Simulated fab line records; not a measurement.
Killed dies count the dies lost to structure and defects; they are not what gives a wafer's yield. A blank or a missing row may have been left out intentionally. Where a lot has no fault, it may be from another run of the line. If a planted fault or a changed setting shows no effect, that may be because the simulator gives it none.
Matching of chambers + flow nand_harc + NHARC_A_STAIRCASE_TRIM_229 on rie_diel-08 has 4 sister chambers
The step chemistry O2, time 211.2 s. 22 wafers are shown with their chamber, then 11 later ones without.

WAFERS, EACH WITH ITS CHAMBER
| wafer  | chamber | drypump_motor_current_A (A) | showerhead_plenum_p_Torr (Torr) | oes_product_au (a.u.) |
|--------|---------|-----------------------------|---------------------------------|-----------------------|
| L080.2 | 1       | 5.5                         | 3.41                            | 1.014                 |
| L080.3 | 0       | 5.8                         | 3.29                            | 0.984                 |
| L080.4 | 3       | 6.4                         | 3.66                            | 1.002                 |
| L082.1 | 2       | 5.9                         | 3.61                            | 0.995                 |
| L082.4 | 0       | 5.8                         | 3.28                            | 0.992                 |
| L082.6 | 0       | 5.8                         | 3.28                            | 0.997                 |
| L083.1 | 1       | 5.5                         | 3.40                            | 1.010                 |
| L083.2 | 3       | 6.4                         | 3.66                            | 1.012                 |
| L083.3 | 2       | 5.9                         | 3.61                            | 1.011                 |
| L083.4 | 0       | 5.8                         | 3.28                            | 0.997                 |
| L083.5 | 0       | 5.8                         | 3.28                            | 0.978                 |
| L083.6 | 1       | 5.5                         | 3.40                            | 1.011                 |
| L084.1 | 3       | 6.4                         | 3.65                            | 0.991                 |
| L084.2 | 0       | 5.8                         | 3.28                            | 0.989                 |
| L084.6 | 3       | 6.4                         | 3.65                            | 1.002                 |
| L085.1 | 1       | 5.5                         | 3.40                            | 0.996                 |
| L085.4 | 3       | 6.3                         | 3.65                            | 1.005                 |
| L085.5 | 2       | 5.9                         | 3.61                            | 1.004                 |
| L086.1 | 1       | 5.5                         | 3.39                            | 1.014                 |
| L086.3 | 3       | 6.4                         | 3.65                            | 1.015                 |
| L086.4 | 1       | 5.5                         | 3.39                            | 1.014                 |
| L088.1 | 2       | 5.9                         | 3.60                            | 1.014                 |

SIGNATURES (averages over the wafers above)
| reading                  | chamber 0 | chamber 1 | chamber 2 | chamber 3 | scatter within a chamber |
|--------------------------|-----------|-----------|-----------|-----------|--------------------------|
| drypump_motor_current_A  | 5.800     | 5.500     | 5.900     | 6.383     | 0.0215                   |
| showerhead_plenum_p_Torr | 3.2817    | 3.3983    | 3.6075    | 3.6533    | 0.00565                  |
| oes_product_au           | 0.98950   | 1.00983   | 1.00600   | 1.00450   | 0.00782                  |
Rule: a wafer's distance from a chamber is the root of the sum, over the readings, of the square of ((its reading less the chamber's mean) divided by the reading's scatter). If the next closest chamber is less than 2 further off than the closest, the wafer can't be placed; otherwise it belongs to the closest. How the scatter is found: for the shown wafers, subtract from each reading the mean of its chamber, square and add these, divide the total by (wafers less chambers), then take the root.

WAFERS WHOSE CHAMBER IS MISSING
| wafer  | drypump_motor_current_A (A) | showerhead_plenum_p_Torr (Torr) | oes_product_au (a.u.) |
|--------|-----------------------------|---------------------------------|-----------------------|
| L088.5 | 5.5                         | 3.39                            | 1.022                 |
| L088.6 | 6.0                         | 3.60                            | 1.016                 |
| L092.2 | 5.8                         | 3.27                            | 1.004                 |
| L092.3 | 5.4                         | 3.39                            | 1.018                 |
| L092.5 | 6.3                         | 3.64                            | 1.004                 |
| L094.2 | 5.7                         | 3.81                            | 1.017                 |
| L094.3 | 5.9                         | 3.59                            | 0.991                 |
| L094.5 | 5.9                         | 3.60                            | 1.006                 |
| L096.1 | 6.4                         | 3.64                            | 0.989                 |
| L096.3 | 5.5                         | 3.38                            | 1.010                 |
| L096.4 | 5.8                         | 3.80                            | 1.003                 |

EACH ONE'S CHAMBER
| wafer  | from the rows above | in truth                   |
|--------|---------------------|----------------------------|
| L088.5 | 1                   | 1                          |
| L088.6 | 2                   | 2                          |
| L092.2 | 0                   | 0                          |
| L092.3 | 1                   | 1                          |
| L092.5 | 3                   | 3                          |
| L094.2 | 2                   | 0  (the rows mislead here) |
| L094.3 | 2                   | 2                          |
| L094.5 | 2                   | 2                          |
| L096.1 | 3                   | 3                          |
| L096.3 | 1                   | 1                          |
| L096.4 | 2                   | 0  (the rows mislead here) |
Correctly placed: 9 of 11. Not placeable from these rows: 0. Wrongly placed: 2.
